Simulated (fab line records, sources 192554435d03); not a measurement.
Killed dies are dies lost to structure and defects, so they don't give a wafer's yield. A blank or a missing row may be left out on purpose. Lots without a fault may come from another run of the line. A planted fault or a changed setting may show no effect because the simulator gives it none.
A struck lot beside a sound one | flow n5_finfet | 40 steps out of a route of 1938
Sound: wafers L892.2, L892.4, L892.6. Struck: wafer L895.6. (L895.1, L895.5 of the same lot were not struck and are left out.) The cause comes at the end.
At each step with rows: each side's tool, then ch and its chambers, then its first start. Under that, the readings that differ: sound wafers | struck wafers | difference of the means | sigmas: that difference in standard deviations of wafers without a fault.
alike: readings whose means differ by less than 2 such deviations, and words and numbers that are the same on both sides. not compared: withheld readings, readings that some wafer has no value for, bounds like >300 that may hide the same value, and numbers for which the record gives no deviation and whose values overlap.
The two part at a step that has a row with sigmas, a row that says differs or no value, or rows on one side only. Numbers that don't overlap but have no deviation are shown without sigmas and don't part them. A reading that every wafer of one side lacks parts them only if that side has two wafers or more.

first, 12 steps without rows for these wafers: N5_HKMG_FIN_STRIP_93 (strips SOC in N2/H2, time 20 s); N5_HKMG_FIN_WET_ETCH_76 (etches Al2O3 in dNH4OH, stops on La2O3, target depth 2.25 nm, rinse time 30 s); N5_HKMG_FIN_STRIP_60 (strips in N2/H2, time 360 s); N5_HKMG_FIN_WET_ETCH_77 (etches La2O3 in dHCl, stops on HfO2, target depth 2 nm); N5_HKMG_FIN_WET_ETCH_78 (etches Al2O3 in dNH4OH, stops on La2O3, target depth 4.5 nm, rinse time 30 s); N5_HKMG_FIN_ALD_79 (deposits TiN, target thk 1.5 nm, pulse time 1 s, purge time 3 s); N5_HKMG_FIN_CVD_62 (deposits a-Si from Si2H6, target thk 3 nm, time 20.8 s); N5_HKMG_FIN_RTA_80 (time 2 s); N5_HKMG_FIN_PRECLEAN_64 (cleans in dHF, time 30 s); N5_HKMG_FIN_WET_ETCH_65 (etches a-Si in TMAH, stops on TiN, time 49 s, target depth 3 nm); N5_HKMG_FIN_WET_ETCH_81 (etches TiN in SC1, stops on HfO2, time 57 s, target depth 6 nm); N5_HKMG_FIN_WET_ETCH_82 (etches La2O3 in dHCl, stops on HfO2, target depth 2 nm, rinse time 30 s).
N5_HKMG_FIN_ALD_36: deposits TiN, target thk 1 nm, pulse time 1 s, purge time 3 s.
  sound on ald_metal-01 ch 0,1,2, day 6 16:21; struck on ald_metal-01 ch 3, day 7 12:04
  reading    | sound    | struck | difference | sigmas
  ald_cycles | 47 47 47 | 35     | -12        |
  alike: heater_power_w, precursor_pulse_height_rel
then, 25 steps without rows for these wafers: N5_HKMG_FIN_PWFM_ALD_03 (deposits TiN, target thk 2 nm, pulse time 1 s, purge time 3 s); N5_HKMG_FIN_COAT_29 (time 60 s, resist thk 300 nm); N5_HKMG_FIN_COAT_30 (time 60 s, resist thk 35 nm); N5_HKMG_FIN_COAT_06 (resist thk 90 nm); N5_HKMG_FIN_EBR_08; N5_HKMG_FIN_SOFTBAKE_07 (time 60 s); N5_HKMG_FIN_EXPOSE_09 (exposes mask NWFM); N5_HKMG_FIN_PEB_10 (peb time 60 s); N5_HKMG_FIN_DEVELOP_11 (develop time 30 s); N5_HKMG_FIN_DESCUM_17 (chemistry O2, time 7.9 s); N5_HKMG_FIN_ETCH_31 (etches SiARC in CF4, target depth 45.5 nm, time 75.8 s); N5_HKMG_FIN_ETCH_32 (etches SOC in N2/H2, target depth 240 nm, time 300 s); N5_HKMG_FIN_STRIP_33 (strips in N2/H2); N5_HKMG_FIN_STRIP_34 (strips in CF4); N5_HKMG_FIN_ETCH_35 (etches SOC in N2/H2, target depth 215.8 nm, time 243.4 s); N5_HKMG_FIN_STRIP_92 (strips SOC in N2/H2, time 20 s); N5_HKMG_FIN_WET_ETCH_18 (etches TiN in SC1, time 55 s, target depth 5.2 nm, rinse time 30 s); N5_HKMG_FIN_STRIP_19 (strips in N2/H2, time 360 s); N5_HKMG_FIN_ALD_91 (deposits TiN, target thk 1 nm, pulse time 1 s, purge time 3 s); N5_HKMG_FIN_COAT_85 (time 60 s, resist thk 300 nm); N5_HKMG_FIN_ETCH_86 (etches SOC in N2/H2, stops on TiN, target depth 393.2 nm); N5_HKMG_FIN_STRIP_89 (strips SOC in N2/H2, time 20 s); N5_HKMG_FIN_WET_ETCH_87 (etches TiN in SC1, time 154.2 s, target depth 4.7 nm, rinse time 30 s); N5_HKMG_FIN_STRIP_88 (strips in N2/H2, time 360 s); N5_HKMG_FIN_NWFM_ALD_20 (deposits TiAlC, target thk 2 nm, pulse time 3 s, purge time 2 s).
-- the record jumps here: 4 days lie between the struck wafers' starts before and after (it left off in module HKMG_FIN and takes up again in module BEOL_M4, whose first step shown is number 1111 of the route) --
N5_BEOL_M4_RC_MEAS_101:
  sound on prober-01 ch 0, day 10 14:41; struck on prober-02 ch 0, day 11 14:02
  reading             | sound                      | struck  | difference | sigmas
  IOFF_P (nA/um)      | 0.194 0.226 0.221          | 0.151   | -0.063     | -3
  IOFF_P_LIN (nA/um)  | 0.093 0.103 0.102          | 0.069   | -0.030     | -3
  IOFF_P_LONG (nA/um) | 0.000106 0.000107 0.000107 | 8.2e-05 | -2.5e-05   | -4
  ION_P (uA/um)       | 460 462 467                | 435     | -28        | -5
  VT_P (mV)           | -248.9 -252.1 -250.5       | -262.6  | -12.1      | -5
  VT_P_LONG (mV)      | -272.7 -277.2 -273.2       | -286.3  | -11.9      | -5
  VT_P_LVT (mV)       | -100.6 -98.6 -99.7         | -107.9  | -8.3       | -3
  alike: DIBL_N, DIBL_P, IOFF_N, ION_N, SS_N, SS_P, VT_N
-- the record jumps here: 4 days lie between the struck wafers' starts before and after (it left off in module BEOL_M4 and takes up again in module PASSIVATION, whose first step shown is number 1936 of the route) --
N5_PASSIVATION_PROBE_49:
  sound on prober-01, day 15 01:53; struck on prober-01, day 16 00:00
  reading               | sound          | struck | difference | sigmas
  sort_bin_6_memory (%) | 2.9 4.6 4.2    | 2.4    | -1.5       | -2
  sort_bin_8_speed (%)  | 0 0 0          | 5.51   | +5.51      |
  sort_n_pass           | 1095 1032 1086 | 1017   | -54        | -3
  sort_yield_pct (%)    | 92.8 87.5 92.0 | 86.2   | -4.6       | -3
  alike: defect_limited_yield, killed_at_M0_to_M3, killed_at_M4_up, killed_at_contacts, killed_at_front_end, killed_at_other, killed_dies, killed_open, killed_short, sort_bin_5_function

WHERE THEY PART
First at N5_BEOL_M4_RC_MEAS_101; last, within this record, at N5_PASSIVATION_PROBE_49.

WHY: what the simulator had put in
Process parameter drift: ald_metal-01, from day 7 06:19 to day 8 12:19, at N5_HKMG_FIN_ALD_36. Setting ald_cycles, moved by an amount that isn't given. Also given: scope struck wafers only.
